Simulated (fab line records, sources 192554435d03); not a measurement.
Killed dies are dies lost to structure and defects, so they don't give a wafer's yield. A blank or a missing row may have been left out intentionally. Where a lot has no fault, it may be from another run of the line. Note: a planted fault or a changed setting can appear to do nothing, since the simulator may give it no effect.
A lot that was struck, set against a sound lot -- flow n5Finfet -- 15 out of 1938 route steps
Sound: these wafers, L228.2, L228.3, L228.6. Struck: wafers L237.4, L237.6 (left out: L237.1, a lot-mate that was not struck); the cause follows at the end.
Each step with rows lists, per side, the tool, then ch with its chambers, then its first start. Under that, the readings that differ: sound wafers -- struck wafers -- difference of the means -- sigmas: that difference in standard deviations of wafers without a fault.
alike: readings whose means differ by less than 2 such deviations, and words and numbers that are the same on both sides. not compared: withheld readings, readings that some wafer has no value for, bounds like >300 that may hide the same value, and numbers for which the record gives no deviation and whose values overlap.
Wherever a step has rows on one side only, a row that says differs or no value, or a row with sigmas, the two part there. Numbers that have no deviation but don't overlap get no sigmas and don't part them. Lack of a reading on every wafer of one side parts them only where that side has two or more wafers.

N5_HKMG_FIN_STRIP_93: strips SOC in N2/H2, time 20 s.
  sound on rieDiel-04 ch 0,2,3, day 4 07:23; struck on rieDiel-03 ch 2,3, day 6 13:19
reading,sound,struck,difference,sigmas
throttleValvePct (%),18.82 19.08 18.69,19.34 19.61,+0.61,+2
  alike: chamberPressureMTorr, drypumpMotorCurrentA, oesProductAu, rfVppV, showerheadPlenumPTorr, tempC
  not compared: rfHoursCounterH
then, 1 step without rows for these wafers: N5_HKMG_FIN_WET_ETCH_76 (etches Al2O3 in dNH4OH, stops on La2O3, target depth 2.25 nm, rinse time 30 s).
N5_HKMG_FIN_STRIP_60: strips in N2/H2, time 360 s.
  sound on plasmaAsher-01 ch 0, day 4 07:32; struck on plasmaAsher-01 ch 0,1, day 6 13:28
  alike: drypumpMotorCurrentA, heaterPowerW, tempC
  not compared: rfHoursCounterH
then, 2 steps without rows for these wafers: N5_HKMG_FIN_WET_ETCH_77 (etches La2O3 in dHCl, stops on HfO2, target depth 2 nm); N5_HKMG_FIN_WET_ETCH_78 (etches Al2O3 in dNH4OH, stops on La2O3, target depth 4.5 nm, rinse time 30 s).
N5_HKMG_FIN_ALD_79: deposits TiN, target thk 1.5 nm, pulse time 1 s, purge time 3 s.
  sound on aldMetal-01 ch 0,1, day 4 08:01; struck on aldMetal-02 ch 0,1, day 6 13:58
reading,sound,struck,difference,sigmas
susceptorTempC (C),399.83 399.66 399.91,400.57 400.23,+0.60,+3
  alike: heaterPowerW, precursorPulseHeightRel
  not compared: aldCycles
N5_HKMG_FIN_CVD_62: deposits a-Si from Si2H6, target thk 3 nm, time 20.8 s.
  sound on thermalCvdSi-02 ch 0,2, day 4 08:23; struck on thermalCvdSi-01 ch 0,2, day 6 14:19
reading,sound,struck,difference,sigmas
susceptorTempC (C),500.32 499.83 499.80,499.42 499.57,-0.49,-2
  alike: heaterPowerW
then, 5 steps without rows for these wafers: N5_HKMG_FIN_RTA_80 (time 2 s); N5_HKMG_FIN_PRECLEAN_64 (cleans in dHF, time 30 s); N5_HKMG_FIN_WET_ETCH_65 (etches a-Si in TMAH, stops on TiN, time 49 s, target depth 3 nm); N5_HKMG_FIN_WET_ETCH_81 (etches TiN in SC1, stops on HfO2, time 57 s, target depth 6 nm); N5_HKMG_FIN_WET_ETCH_82 (etches La2O3 in dHCl, stops on HfO2, target depth 2 nm, rinse time 30 s).
N5_HKMG_FIN_ALD_36: deposits TiN, target thk 1 nm, pulse time 1 s, purge time 3 s.
  sound on aldMetal-02 ch 1,3, day 4 08:47; struck on aldMetal-02 ch 2,3, day 6 14:43
reading,sound,struck,difference,sigmas
aldCycles,47 47 47,34 34,-13,
susceptorTempC (C),400.07 399.99 399.95,- -,no value on the struck wafers,
  alike: heaterPowerW, precursorPulseHeightRel
N5_HKMG_FIN_THK_MEAS_70: measures by xrf.
  sound: filmMetro-02 at day 4 09:04; struck: filmMetro-02 at day 6 15:00
  alike: HK_THK
then, 1 step without rows for these wafers: N5_PASSIVATION_PROBE_49.

== WHERE THEY PART ==
First at N5_HKMG_FIN_STRIP_93; last, within this record, at N5_HKMG_FIN_ALD_36. Later steps at which nothing parts them and some readings are alike: N5_HKMG_FIN_THK_MEAS_70.

WHY: whatever the simulator had introduced
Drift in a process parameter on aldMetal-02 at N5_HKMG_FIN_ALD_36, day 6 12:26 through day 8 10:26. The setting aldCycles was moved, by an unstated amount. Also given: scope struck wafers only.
